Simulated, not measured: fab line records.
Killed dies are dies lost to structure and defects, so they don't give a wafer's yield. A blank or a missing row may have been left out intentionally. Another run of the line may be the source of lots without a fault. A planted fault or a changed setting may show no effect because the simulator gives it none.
Code-filled problem report in 8D (eight disciplines) form || flow nandHarc || the parts of the form that need people (team, actions taken, sign-off) are left out

== 1. WHAT IS WRONG ==
NHARC_P_STI_OCD_MEAS_17, trenchDepthNm: mean 248 nm over 1 wafer from 1 lot; wafers with no fault: 300 nm, standard deviation 3.6. That is -14 standard deviations from the usual mean.
The first sign was on wafer L749.2 at day 5 13:02, on ocd-02. At this step, 33 wafers from 11 lots have a number in the record. The rule behind "out" and "out of limits": a value lying over 4 standard deviations away from the usual mean. The other wafers with a number count as sound.

== 2. WHAT IT IS, AND WHAT IT ISN'T ==
{"question": "which readings at this step", "is": "trenchDepthNm, trenchFootCdNm", "is not": "-"}
{"question": "which lots", "is": "L749", "is not": "L737, L738, L739, L740, L746, L747, L753, L754, L758, L760"}
{"question": "which wafers of those lots", "is": "L749.2", "is not": "L749.4, L749.5"}
{"question": "read on which gauges", "is": "ocd-02", "is not": "ocd-01"}
{"question": "when", "is": "from day 5 13:02", "is not": "up to then (20 sound wafers); but 12 sound wafers of L753, L754, L758, L760 came after"}

== 3. WHAT RULES OUT EACH SUSPECT ==
Counting: a tool at a process step up to the reading stays a suspect if it ran every lot that is out. Sound lots after the first of them don't rule it out here, since some wafers of a struck lot are sound.
- ruled out: the gauge at NHARC_P_STI_OCD_MEAS_17. All the wafers that are out were read on ocd-02, but those of them that NHARC_P_STI_ETCH_15 has rows for are out there too, on other tools.
- rieDiel-02 at NHARC_P_ZERO_WELL_ETCH_62 (etches the open film in CHF3/Ar, target depth 13 nm, time 6.5 s): kept. L749, the lot that is out, went through it at day 4 14:56; up to then, the latest sound lot through it was L747 at day 4 02:39. Because NHARC_P_ZERO_WELL_ETCH_62 lacks a start for some lots, the hours and order of its lots are taken from NHARC_P_ZERO_WELL_DESCUM_26.
- rieDiel-05 at NHARC_P_ZERO_WELL_DESCUM_26 (chemistry O2, time 3 s): kept. L749, the lot that is out, went through it at day 4 14:56; up to then, the latest sound lot through it was L747 at day 4 02:39.
- rieSi-02 at NHARC_P_STI_ETCH_15 (etches the open film in HBr/Cl2, target depth 300 nm, time 100.1 s): kept. L749, the lot that is out, went through it at day 5 12:49; up to then, the latest sound lot through it was L740 at day 3 05:31. Out on those wafers are its own readings of oesProductAu.
- rieDiel-02, NHARC_P_ZERO_WELL_ETCH_62: wafers that are out in chamber 0, sound lot-mates in chambers 2, 3.
- rieDiel-05, NHARC_P_ZERO_WELL_DESCUM_26: wafers that are out in chamber 0, sound lot-mates in chambers 2, 3.
- rieSi-02, NHARC_P_STI_ETCH_15: wafers that are out in chamber 0, sound lot-mates in chambers 1, 3.
After the count, these remain: rieDiel-02 at NHARC_P_ZERO_WELL_ETCH_62, rieDiel-05 at NHARC_P_ZERO_WELL_DESCUM_26 and rieSi-02 at NHARC_P_STI_ETCH_15.

== 4. THE CAUSE (what the simulator had put in) ==
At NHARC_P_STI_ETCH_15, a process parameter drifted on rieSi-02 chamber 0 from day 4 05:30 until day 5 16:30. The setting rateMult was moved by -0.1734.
3 suspects survive the count, and this tool is in that group.

== 5. SEQUENCE OF EFFECTS, ordered by route ==
Each row: a reading where the mean over the struck wafers with a number is more than 3 standard deviations away from the usual. Only readings whose record carries a usual standard deviation are examined. hours: median over the lots of the time between each lot's start at the first step of this table that gives one and its start at this step. sigmas: the change, counted in usual standard deviations.
{"hours": 0, "step": "NHARC_P_STI_ETCH_15", "reading": "oesProductAu", "usual": "0.999 a.u.", "on struck wafers": 0.890, "change": -0.109, "sigmas": -13}
{"hours": 0, "step": "NHARC_P_STI_OCD_MEAS_17", "reading": "trenchDepthNm", "usual": "300 nm", "on struck wafers": 248, "change": -52, "sigmas": -14}
{"hours": 0, "step": "NHARC_P_STI_OCD_MEAS_17", "reading": "trenchFootCdNm", "usual": "158.0 nm", "on struck wafers": 164.9, "change": "+6.9", "sigmas": "+4.1"}
Process steps it contains:
- NHARC_P_STI_ETCH_15: etches the open film in HBr/Cl2, target depth 300 nm, time 100.1 s.

== 6. WHAT WOULD HAVE CAUGHT IT SOONER ==
In this record the first reading out of limits at a measuring or inspecting step was taken at day 5 13:02, 32 hours after the fault began at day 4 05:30.
At NHARC_P_STI_ETCH_15, the tool's own readings (oesProductAu) were out on each struck wafer the step has a row for, so an alarm limit on them would have fired on the first such wafer.
The start of NHARC_P_STI_ETCH_15 on rieSi-02 came by day 5 13:02 for every one of the lots that are out (1). Holding the tool at that point would not have protected any of them.
